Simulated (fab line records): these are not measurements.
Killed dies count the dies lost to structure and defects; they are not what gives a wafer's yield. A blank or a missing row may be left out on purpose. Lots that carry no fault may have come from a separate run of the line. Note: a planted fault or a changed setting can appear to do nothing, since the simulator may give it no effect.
What tool caused it? / flow n5Finfet / 66 wafers from 22 lots sampled at 4 of the route's 1938 steps

WHAT THE GAUGES SHOWED, per wafer
N5_MOL_CONTACT_COAG_INSPECT_57: inspects for defects (brightfield). Usual: rawDefectCount 188, standard deviation 51.
lot=L074; measured=day 5 06:56; on=defectInspect-02; rawDefectCount=202 131 106; flag=
lot=L075; measured=day 5 08:26; on=defectInspect-02; rawDefectCount=203 134 197; flag=
lot=L076; measured=day 5 15:12; on=defectInspect-01; rawDefectCount=149 137 192; flag=
lot=L079; measured=day 6 09:38; on=defectInspect-01; rawDefectCount=267 190 307; flag=
lot=L080; measured=day 6 18:43; on=defectInspect-02; rawDefectCount=152 237 155; flag=
lot=L081; measured=day 6 19:22; on=defectInspect-01; rawDefectCount=202 189 172; flag=
lot=L082; measured=day 7 06:07; on=defectInspect-02; rawDefectCount=155 237 159; flag=
lot=L083; measured=day 7 09:52; on=defectInspect-02; rawDefectCount=159 322 249; flag=
lot=L084; measured=day 7 12:43; on=defectInspect-02; rawDefectCount=187 199 166; flag=
lot=L085; measured=day 7 20:24; on=defectInspect-02; rawDefectCount=86 182 114; flag=
lot=L086; measured=day 8 01:07; on=defectInspect-02; rawDefectCount=190 190 148; flag=
lot=L087; measured=day 8 07:02; on=defectInspect-02; rawDefectCount=97 144 155; flag=
lot=L088; measured=day 8 13:57; on=defectInspect-01; rawDefectCount=235 221 213; flag=
lot=L089; measured=day 8 20:33; on=defectInspect-02; rawDefectCount=165 129 142; flag=
lot=L090; measured=day 9 01:39; on=defectInspect-02; rawDefectCount=200 251 200; flag=
lot=L091; measured=day 9 07:41; on=defectInspect-02; rawDefectCount=177 194 143; flag=
lot=L092; measured=day 9 14:39; on=defectInspect-02; rawDefectCount=205 152 208; flag=
lot=L093; measured=day 9 21:52; on=defectInspect-02; rawDefectCount=151 301 125; flag=
lot=L094; measured=day 10 04:16; on=defectInspect-01; rawDefectCount=167 158 199; flag=
lot=L095; measured=day 10 05:23; on=defectInspect-01; rawDefectCount=134 159 109; flag=
lot=L096; measured=day 10 18:57; on=defectInspect-01; rawDefectCount=260 137 149; flag=
lot=L097; measured=day 11 02:34; on=defectInspect-01; rawDefectCount=232 188 163; flag=

N5_BEOL_M0_SAQP_THK_MEAS_05. Usual: thkNm 59.7 nm, standard deviation 1.1.
lot=L074; measured=day 5 15:05; on=filmMetro-01; thkNm (nm)=59.0 59.6 60.5; flag=
lot=L075; measured=day 5 17:33; on=filmMetro-02; thkNm (nm)=58.9 60.5 59.4; flag=
lot=L076; measured=day 5 22:26; on=filmMetro-02; thkNm (nm)=59.9 60.0 60.8; flag=
lot=L079; measured=day 6 17:58; on=filmMetro-02; thkNm (nm)=59.4 61.0 61.1; flag=
lot=L080; measured=day 7 02:43; on=filmMetro-02; thkNm (nm)=58.1 58.4 58.1; flag=
lot=L081; measured=day 7 06:06; on=filmMetro-02; thkNm (nm)=60.2 59.6 60.7; flag=
lot=L082; measured=day 7 14:03; on=filmMetro-02; thkNm (nm)=58.8 59.2 58.9; flag=
lot=L083; measured=day 7 17:59; on=filmMetro-02; thkNm (nm)=59.2 60.1 60.1; flag=
lot=L084; measured=day 7 21:39; on=filmMetro-02; thkNm (nm)=59.1 60.2 60.5; flag=
lot=L085; measured=day 8 05:47; on=filmMetro-02; thkNm (nm)=57.4 59.3 59.8; flag=
lot=L086; measured=day 8 09:22; on=filmMetro-01; thkNm (nm)=58.9 59.0 59.3; flag=
lot=L087; measured=day 8 15:23; on=filmMetro-01; thkNm (nm)=59.4 59.0 59.5; flag=
lot=L088; measured=day 8 22:37; on=filmMetro-01; thkNm (nm)=57.3 56.6 58.5; flag=
lot=L089; measured=day 9 04:46; on=filmMetro-01; thkNm (nm)=60.7 58.5 59.7; flag=
lot=L090; measured=day 9 11:08; on=filmMetro-01; thkNm (nm)=58.5 59.1 60.2; flag=
lot=L091; measured=day 9 15:25; on=filmMetro-02; thkNm (nm)=60.7 60.1 60.9; flag=
lot=L092; measured=day 10 19:01; on=filmMetro-02; thkNm (nm)=59.6 59.1 59.2; flag=
lot=L093; measured=day 10 19:18; on=filmMetro-01; thkNm (nm)=59.3 60.4 60.3; flag=
lot=L094; measured=day 10 19:40; on=filmMetro-02; thkNm (nm)=59.9 60.3 62.6; flag=
lot=L095; measured=day 10 19:55; on=filmMetro-02; thkNm (nm)=60.2 59.6 61.2; flag=
lot=L096; measured=day 11 01:59; on=filmMetro-02; thkNm (nm)=60.5 60.7 61.7; flag=
lot=L097; measured=day 11 10:13; on=filmMetro-02; thkNm (nm)=57.6 57.7 58.5; flag=

WHICH TOOL RAN EACH LOT (tool, then ch and the chambers of the sampled wafers, then the start)
lot=L074; N5_MOL_CONTACT_COAG_DESCUM_88=rieDiel-06 ch 1,2, day 5 07:02; N5_MOL_CONTACT_COAG_ETCHBACK_136=rieDiel-04 ch 1,2, day 5 09:14
lot=L075; N5_MOL_CONTACT_COAG_DESCUM_88=rieDiel-05 ch 0,1, day 5 08:28; N5_MOL_CONTACT_COAG_ETCHBACK_136=rieDiel-05 ch 2,3, day 5 10:28
lot=L076; N5_MOL_CONTACT_COAG_DESCUM_88=rieDiel-04 ch 0,1, day 5 15:14; N5_MOL_CONTACT_COAG_ETCHBACK_136=rieDiel-04 ch 1,2,3, day 5 17:05
lot=L079; N5_MOL_CONTACT_COAG_DESCUM_88=rieDiel-05 ch 1,2,3, day 6 09:54; N5_MOL_CONTACT_COAG_ETCHBACK_136=rieDiel-06 ch 0,3, day 6 11:44
lot=L080; N5_MOL_CONTACT_COAG_DESCUM_88=rieDiel-05 ch 0,1,2, day 6 18:45; N5_MOL_CONTACT_COAG_ETCHBACK_136=rieDiel-04 ch 1,2,3, day 6 20:55
lot=L081; N5_MOL_CONTACT_COAG_DESCUM_88=rieDiel-05 ch 0,2, day 6 19:26; N5_MOL_CONTACT_COAG_ETCHBACK_136=rieDiel-06 ch 0,2, day 6 21:35
lot=L082; N5_MOL_CONTACT_COAG_DESCUM_88=rieDiel-04 ch 1,2,3, day 7 06:13; N5_MOL_CONTACT_COAG_ETCHBACK_136=rieDiel-04 ch 1,2,3, day 7 08:26
lot=L083; N5_MOL_CONTACT_COAG_DESCUM_88=rieDiel-05 ch 1,2,3, day 7 09:54; N5_MOL_CONTACT_COAG_ETCHBACK_136=rieDiel-05 ch 2,3, day 7 12:14
lot=L084; N5_MOL_CONTACT_COAG_DESCUM_88=rieDiel-05 ch 1,3, day 7 12:46; N5_MOL_CONTACT_COAG_ETCHBACK_136=rieDiel-05 ch 1,2,3, day 7 15:28
lot=L085; N5_MOL_CONTACT_COAG_DESCUM_88=rieDiel-05 ch 0,2, day 7 20:26; N5_MOL_CONTACT_COAG_ETCHBACK_136=rieDiel-05 ch 1,2,3, day 7 22:47
lot=L086; N5_MOL_CONTACT_COAG_DESCUM_88=rieDiel-04 ch 0,1, day 8 01:15; N5_MOL_CONTACT_COAG_ETCHBACK_136=rieDiel-05 ch 0,2, day 8 03:16
lot=L087; N5_MOL_CONTACT_COAG_DESCUM_88=rieDiel-06 ch 2,3, day 8 07:15; N5_MOL_CONTACT_COAG_ETCHBACK_136=rieDiel-06 ch 0,2,3, day 8 09:52
lot=L088; N5_MOL_CONTACT_COAG_DESCUM_88=rieDiel-04 ch 0,2,3, day 8 13:59; N5_MOL_CONTACT_COAG_ETCHBACK_136=rieDiel-06 ch 0,1, day 8 17:28
lot=L089; N5_MOL_CONTACT_COAG_DESCUM_88=rieDiel-04 ch 0,2,3, day 8 20:35; N5_MOL_CONTACT_COAG_ETCHBACK_136=rieDiel-05 ch 0,1,2, day 8 23:10
lot=L090; N5_MOL_CONTACT_COAG_DESCUM_88=rieDiel-06 ch 0,1, day 9 02:31; N5_MOL_CONTACT_COAG_ETCHBACK_136=rieDiel-04 ch 0,2, day 9 04:44
lot=L091; N5_MOL_CONTACT_COAG_DESCUM_88=rieDiel-04 ch 0,1,2, day 9 07:43; N5_MOL_CONTACT_COAG_ETCHBACK_136=rieDiel-04 ch 0,2,3, day 9 09:24
lot=L092; N5_MOL_CONTACT_COAG_DESCUM_88=rieDiel-06 ch 1,3, day 9 14:41; N5_MOL_CONTACT_COAG_ETCHBACK_136=rieDiel-04 ch 2,3, day 9 16:56
lot=L093; N5_MOL_CONTACT_COAG_DESCUM_88=rieDiel-06 ch 1,2,3, day 9 21:54; N5_MOL_CONTACT_COAG_ETCHBACK_136=rieDiel-05 ch 0,1,3, day 9 23:43
lot=L094; N5_MOL_CONTACT_COAG_DESCUM_88=rieDiel-04 ch 0,2,3, day 10 05:04; N5_MOL_CONTACT_COAG_ETCHBACK_136=rieDiel-06 ch 1,3, day 10 06:49
lot=L095; N5_MOL_CONTACT_COAG_DESCUM_88=rieDiel-04 ch 0,2,3, day 10 05:50; N5_MOL_CONTACT_COAG_ETCHBACK_136=rieDiel-05 ch 1,2,3, day 10 07:35
lot=L096; N5_MOL_CONTACT_COAG_DESCUM_88=rieDiel-04 ch 0,1,2, day 10 18:59; N5_MOL_CONTACT_COAG_ETCHBACK_136=rieDiel-05 ch 1,2,3, day 10 20:48
lot=L097; N5_MOL_CONTACT_COAG_DESCUM_88=rieDiel-06 ch 0,1,2, day 11 02:35; N5_MOL_CONTACT_COAG_ETCHBACK_136=rieDiel-06 ch 0,1,3, day 11 04:44
- N5_MOL_CONTACT_COAG_DESCUM_88: chemistry O2, time 7 s.
- N5_MOL_CONTACT_COAG_ETCHBACK_136: etches SiO2 in CHF3, target depth 25 nm, time 16.7 s.

AS READ BY THE TOOLS THEMSELVES (means over the sampled wafers that have a number; for cases with no such wafer, the mark the record gives instead)
N5_MOL_CONTACT_COAG_DESCUM_88. Usual: drypumpMotorCurrentA 5.7 A, standard deviation 0.6; oesProductAu 0.77 a.u., standard deviation 0.098; rfVppV 243.0 V, standard deviation 1.5; showerheadPlenumPTorr 2.09 Torr, standard deviation 0.08; throttleValvePct 20.48 %, standard deviation 0.28.
lot=L074; tool=rieDiel-06; drypumpMotorCurrentA (A)=5.0; oesProductAu (a.u.)=0.79; rfVppV (V)=244.2; showerheadPlenumPTorr (Torr)=2.18; throttleValvePct (%)=20.27; flag=
lot=L075; tool=rieDiel-05; drypumpMotorCurrentA (A)=5.1; oesProductAu (a.u.)=0.69; rfVppV (V)=241.0; showerheadPlenumPTorr (Torr)=1.97; throttleValvePct (%)=20.71; flag=
lot=L076; tool=rieDiel-04; drypumpMotorCurrentA (A)=6.1; oesProductAu (a.u.)=0.72; rfVppV (V)=244.5; showerheadPlenumPTorr (Torr)=2.17; throttleValvePct (%)=20.86; flag=
lot=L079; tool=rieDiel-05; drypumpMotorCurrentA (A)=5.6; oesProductAu (a.u.)=0.76; rfVppV (V)=243.7; showerheadPlenumPTorr (Torr)=2.08; throttleValvePct (%)=20.45; flag=
lot=L080; tool=rieDiel-05; drypumpMotorCurrentA (A)=5.1; oesProductAu (a.u.)=0.75; rfVppV (V)=241.9; showerheadPlenumPTorr (Torr)=2.03; throttleValvePct (%)=20.52; flag=
lot=L081; tool=rieDiel-05; drypumpMotorCurrentA (A)=5.1; oesProductAu (a.u.)=0.82; rfVppV (V)=243.6; showerheadPlenumPTorr (Torr)=2.09; throttleValvePct (%)=20.32; flag=
lot=L082; tool=rieDiel-04; drypumpMotorCurrentA (A)=5.9; oesProductAu (a.u.)=0.71; rfVppV (V)=242.9; showerheadPlenumPTorr (Torr)=2.07; throttleValvePct (%)=20.80; flag=
lot=L083; tool=rieDiel-05; drypumpMotorCurrentA (A)=5.6; oesProductAu (a.u.)=0.86; rfVppV (V)=242.9; showerheadPlenumPTorr (Torr)=2.08; throttleValvePct (%)=20.35; flag=
lot=L084; tool=rieDiel-05; drypumpMotorCurrentA (A)=5.6; oesProductAu (a.u.)=0.78; rfVppV (V)=241.9; showerheadPlenumPTorr (Torr)=2.02; throttleValvePct (%)=20.56; flag=
lot=L085; tool=rieDiel-05; drypumpMotorCurrentA (A)=5.1; oesProductAu (a.u.)=0.82; rfVppV (V)=242.5; showerheadPlenumPTorr (Torr)=2.08; throttleValvePct (%)=20.33; flag=
lot=L086; tool=rieDiel-04; drypumpMotorCurrentA (A)=6.4; oesProductAu (a.u.)=0.72; rfVppV (V)=244.2; showerheadPlenumPTorr (Torr)=2.16; throttleValvePct (%)=20.58; flag=
lot=L087; tool=rieDiel-06; drypumpMotorCurrentA (A)=5.6; oesProductAu (a.u.)=0.81; rfVppV (V)=244.5; showerheadPlenumPTorr (Torr)=2.15; throttleValvePct (%)=20.36; flag=
lot=L088; tool=rieDiel-04; drypumpMotorCurrentA (A)=6.1; oesProductAu (a.u.)=0.83; rfVppV (V)=242.4; showerheadPlenumPTorr (Torr)=2.07; throttleValvePct (%)=20.37; flag=
lot=L089; tool=rieDiel-04; drypumpMotorCurrentA (A)=6.2; oesProductAu (a.u.)=0.82; rfVppV (V)=242.4; showerheadPlenumPTorr (Torr)=2.07; throttleValvePct (%)=20.38; flag=
lot=L090; tool=rieDiel-06; drypumpMotorCurrentA (A)=5.7; oesProductAu (a.u.)=0.68; rfVppV (V)=242.2; showerheadPlenumPTorr (Torr)=2.04; throttleValvePct (%)=20.66; flag=
lot=L091; tool=rieDiel-04; drypumpMotorCurrentA (A)=6.1; oesProductAu (a.u.)=0.80; rfVppV (V)=244.1; showerheadPlenumPTorr (Torr)=2.12; throttleValvePct (%)=20.58; flag=
lot=L092; tool=rieDiel-06; drypumpMotorCurrentA (A)=5.2; oesProductAu (a.u.)=0.73; rfVppV (V)=242.4; showerheadPlenumPTorr (Torr)=2.06; throttleValvePct (%)=20.42; flag=
lot=L093; tool=rieDiel-06; drypumpMotorCurrentA (A)=5.3; oesProductAu (a.u.)=0.76; rfVppV (V)=243.5; showerheadPlenumPTorr (Torr)=2.12; throttleValvePct (%)=20.38; flag=
lot=L094; tool=rieDiel-04; drypumpMotorCurrentA (A)=6.2; oesProductAu (a.u.)=0.82; rfVppV (V)=242.6; showerheadPlenumPTorr (Torr)=2.06; throttleValvePct (%)=20.39; flag=
lot=L095; tool=rieDiel-04; drypumpMotorCurrentA (A)=6.2; oesProductAu (a.u.)=0.81; rfVppV (V)=242.8; showerheadPlenumPTorr (Torr)=2.06; throttleValvePct (%)=20.40; flag=
lot=L096; tool=rieDiel-04; drypumpMotorCurrentA (A)=6.1; oesProductAu (a.u.)=0.87; rfVppV (V)=243.3; showerheadPlenumPTorr (Torr)=2.11; throttleValvePct (%)=20.43; flag=
lot=L097; tool=rieDiel-06; drypumpMotorCurrentA (A)=5.4; oesProductAu (a.u.)=0.81; rfVppV (V)=242.9; showerheadPlenumPTorr (Torr)=2.10; throttleValvePct (%)=20.37; flag=

N5_MOL_CONTACT_COAG_ETCHBACK_136. Usual: CHF3_flow_sccm 50.00 sccm, standard deviation 0.15; drypumpMotorCurrentA 5.7 A, standard deviation 0.58; oesProductAu 0.80 a.u., standard deviation 0.11; rfVppV 532 V, standard deviation 13; showerheadPlenumPTorr 2.39 Torr, standard deviation 0.084; throttleValvePct 18.8 %, standard deviation 0.33.
lot=L074; tool=rieDiel-04; CHF3_flow_sccm (sccm)=49.92; drypumpMotorCurrentA (A)=5.8; oesProductAu (a.u.)=0.71; rfVppV (V)=523; showerheadPlenumPTorr (Torr)=2.42; throttleValvePct (%)=19.2; flag=
lot=L075; tool=rieDiel-05; CHF3_flow_sccm (sccm)=50.04; drypumpMotorCurrentA (A)=6.0; oesProductAu (a.u.)=0.77; rfVppV (V)=534; showerheadPlenumPTorr (Torr)=2.43; throttleValvePct (%)=18.7; flag=
lot=L076; tool=rieDiel-04; CHF3_flow_sccm (sccm)=49.96; drypumpMotorCurrentA (A)=5.9; oesProductAu (a.u.)=0.73; rfVppV (V)=532; showerheadPlenumPTorr (Torr)=2.37; throttleValvePct (%)=19.1; flag=
lot=L079; tool=rieDiel-06; CHF3_flow_sccm (sccm)=49.89; drypumpMotorCurrentA (A)=6.0; oesProductAu (a.u.)=0.77; rfVppV (V)=537; showerheadPlenumPTorr (Torr)=2.38; throttleValvePct (%)=18.8; flag=
lot=L080; tool=rieDiel-04; CHF3_flow_sccm (sccm)=49.85; drypumpMotorCurrentA (A)=5.9; oesProductAu (a.u.)=0.72; rfVppV (V)=531; showerheadPlenumPTorr (Torr)=2.37; throttleValvePct (%)=19.1; flag=
lot=L081; tool=rieDiel-06; CHF3_flow_sccm (sccm)=50.00; drypumpMotorCurrentA (A)=5.9; oesProductAu (a.u.)=0.74; rfVppV (V)=524; showerheadPlenumPTorr (Torr)=2.40; throttleValvePct (%)=18.9; flag=
lot=L082; tool=rieDiel-04; CHF3_flow_sccm (sccm)=50.08; drypumpMotorCurrentA (A)=5.9; oesProductAu (a.u.)=0.72; rfVppV (V)=531; showerheadPlenumPTorr (Torr)=2.37; throttleValvePct (%)=19.1; flag=
lot=L083; tool=rieDiel-05; CHF3_flow_sccm (sccm)=50.03; drypumpMotorCurrentA (A)=6.0; oesProductAu (a.u.)=0.95; rfVppV (V)=535; showerheadPlenumPTorr (Torr)=2.42; throttleValvePct (%)=18.4; flag=
lot=L084; tool=rieDiel-05; CHF3_flow_sccm (sccm)=49.96; drypumpMotorCurrentA (A)=5.6; oesProductAu (a.u.)=0.84; rfVppV (V)=529; showerheadPlenumPTorr (Torr)=2.35; throttleValvePct (%)=18.6; flag=
lot=L085; tool=rieDiel-05; CHF3_flow_sccm (sccm)=49.88; drypumpMotorCurrentA (A)=5.6; oesProductAu (a.u.)=0.84; rfVppV (V)=529; showerheadPlenumPTorr (Torr)=2.35; throttleValvePct (%)=18.6; flag=
lot=L086; tool=rieDiel-05; CHF3_flow_sccm (sccm)=50.09; drypumpMotorCurrentA (A)=5.1; oesProductAu (a.u.)=0.80; rfVppV (V)=523; showerheadPlenumPTorr (Torr)=2.35; throttleValvePct (%)=18.5; flag=
lot=L087; tool=rieDiel-06; CHF3_flow_sccm (sccm)=49.96; drypumpMotorCurrentA (A)=5.7; oesProductAu (a.u.)=0.76; rfVppV (V)=534; showerheadPlenumPTorr (Torr)=2.42; throttleValvePct (%)=18.8; flag=
lot=L088; tool=rieDiel-06; CHF3_flow_sccm (sccm)=50.03; drypumpMotorCurrentA (A)=5.7; oesProductAu (a.u.)=0.69; rfVppV (V)=512; showerheadPlenumPTorr (Torr)=2.34; throttleValvePct (%)=19.1; flag=
lot=L089; tool=rieDiel-05; CHF3_flow_sccm (sccm)=49.98; drypumpMotorCurrentA (A)=5.1; oesProductAu (a.u.)=0.85; rfVppV (V)=528; showerheadPlenumPTorr (Torr)=2.39; throttleValvePct (%)=18.6; flag=
lot=L090; tool=rieDiel-04; CHF3_flow_sccm (sccm)=49.96; drypumpMotorCurrentA (A)=6.0; oesProductAu (a.u.)=0.88; rfVppV (V)=545; showerheadPlenumPTorr (Torr)=2.36; throttleValvePct (%)=18.6; flag=
lot=L091; tool=rieDiel-04; CHF3_flow_sccm (sccm)=50.04; drypumpMotorCurrentA (A)=6.2; oesProductAu (a.u.)=0.82; rfVppV (V)=543; showerheadPlenumPTorr (Torr)=2.36; throttleValvePct (%)=18.8; flag=
lot=L092; tool=rieDiel-04; CHF3_flow_sccm (sccm)=50.02; drypumpMotorCurrentA (A)=6.0; oesProductAu (a.u.)=0.82; rfVppV (V)=540; showerheadPlenumPTorr (Torr)=2.32; throttleValvePct (%)=18.9; flag=
lot=L093; tool=rieDiel-05; CHF3_flow_sccm (sccm)=49.92; drypumpMotorCurrentA (A)=5.5; oesProductAu (a.u.)=0.97; rfVppV (V)=538; showerheadPlenumPTorr (Torr)=2.50; throttleValvePct (%)=18.7; flag=
lot=L094; tool=rieDiel-06; CHF3_flow_sccm (sccm)=49.94; drypumpMotorCurrentA (A)=5.5; oesProductAu (a.u.)=0.76; rfVppV (V)=535; showerheadPlenumPTorr (Torr)=2.37; throttleValvePct (%)=18.7; flag=
lot=L095; tool=rieDiel-05; CHF3_flow_sccm (sccm)=49.87; drypumpMotorCurrentA (A)=5.6; oesProductAu (a.u.)=0.90; rfVppV (V)=531; showerheadPlenumPTorr (Torr)=2.44; throttleValvePct (%)=18.5; flag=
lot=L096; tool=rieDiel-05; CHF3_flow_sccm (sccm)=49.93; drypumpMotorCurrentA (A)=5.6; oesProductAu (a.u.)=0.89; rfVppV (V)=532; showerheadPlenumPTorr (Torr)=2.44; throttleValvePct (%)=18.5; flag=
lot=L097; tool=rieDiel-06; CHF3_flow_sccm (sccm)=49.86; drypumpMotorCurrentA (A)=5.6; oesProductAu (a.u.)=0.82; rfVppV (V)=523; showerheadPlenumPTorr (Torr)=2.35; throttleValvePct (%)=18.8; flag=

THE ANSWER, worked out from the rows above alone
Rule: a lot counts as off when the mean over its wafers that have a number is more than 3 standard deviations away from the usual mean. A lot without any number at a reading at which 4 lots or more have one is off too. Any other lot the step has rows for is counted as sound. Order of review: gauges by route order, followed by the tools' own readings, for which a lot's mean as printed above is used. At the first step where some lot is off, the reading lying furthest off is the one used; lots without a number count as furthest.
Across all readings shown, no lot is off: no conclusion can be drawn from this.

WHAT WAS PUT IN BY THE SIMULATOR
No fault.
